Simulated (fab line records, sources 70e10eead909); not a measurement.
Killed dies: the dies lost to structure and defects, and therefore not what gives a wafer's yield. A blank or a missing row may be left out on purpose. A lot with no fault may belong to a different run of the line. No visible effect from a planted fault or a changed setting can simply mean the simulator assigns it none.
Chamber matching :: flow nand-harc :: rie-diel-10 running NHARC_P_GATE_DESCUM_31: 4 sister chambers
The step chemistry O2, time 3 s. 8 wafers are shown with their chamber, then 7 later ones without.

WAFERS WITH THEIR CHAMBER
wafer: L172.6
chamber: 2
showerhead-plenum-p-Torr (Torr): 1.99
drypump-motor-current-A (A): 6.03

wafer: L176.2
chamber: 2
showerhead-plenum-p-Torr (Torr): 1.99
drypump-motor-current-A (A): 6.09

wafer: L176.6
chamber: 0
showerhead-plenum-p-Torr (Torr): 2.03
drypump-motor-current-A (A): 5.31

wafer: L174.3
chamber: 0
showerhead-plenum-p-Torr (Torr): 2.03
drypump-motor-current-A (A): 5.30

wafer: L181.4
chamber: 1
showerhead-plenum-p-Torr (Torr): 1.92
drypump-motor-current-A (A): 5.64

wafer: L181.6
chamber: 3
showerhead-plenum-p-Torr (Torr): 2.05
drypump-motor-current-A (A): 5.90

wafer: L183.1
chamber: 3
showerhead-plenum-p-Torr (Torr): 2.05
drypump-motor-current-A (A): 5.91

wafer: L183.4
chamber: 1
showerhead-plenum-p-Torr (Torr): 1.91
drypump-motor-current-A (A): 5.63

WAFERS WITHOUT THEIR CHAMBER
wafer: L183.5
showerhead-plenum-p-Torr (Torr): 1.99
drypump-motor-current-A (A): 6.04

wafer: L189.1
showerhead-plenum-p-Torr (Torr): 2.04
drypump-motor-current-A (A): 5.89

wafer: L189.3
showerhead-plenum-p-Torr (Torr): 1.91
drypump-motor-current-A (A): 5.62

wafer: L189.4
showerhead-plenum-p-Torr (Torr): 2.03
drypump-motor-current-A (A): 5.34

wafer: L193.1
showerhead-plenum-p-Torr (Torr): 2.03
drypump-motor-current-A (A): 5.28

wafer: L193.3
showerhead-plenum-p-Torr (Torr): 2.04
drypump-motor-current-A (A): 5.90

wafer: L193.5
showerhead-plenum-p-Torr (Torr): 1.98
drypump-motor-current-A (A): 6.02

WHICH CHAMBER EACH WENT THROUGH
wafer: L183.5
from the rows above: 2
in truth: 2

wafer: L189.1
from the rows above: 3
in truth: 3

wafer: L189.3
from the rows above: 1
in truth: 1

wafer: L189.4
from the rows above: 0
in truth: 0

wafer: L193.1
from the rows above: 0
in truth: 0

wafer: L193.3
from the rows above: 3
in truth: 3

wafer: L193.5
from the rows above: 2
in truth: 2
7 of 7 placed correctly. From these rows, 0 cannot be placed. Number placed wrongly: 0.
How it was worked out, from the rows above alone: a wafer's distance from a chamber is the root of the sum, over the readings, of the square of ((its reading less the chamber's mean) divided by the reading's scatter). If the next closest chamber is less than 2 further off than the closest, the wafer can't be placed; otherwise it belongs to the closest. For every chamber, the mean is computed from those of its wafers that are shown. How the scatter is found: for the shown wafers, subtract from each reading the mean of its chamber, square and add these, divide the total by (wafers less chambers), then take the root.
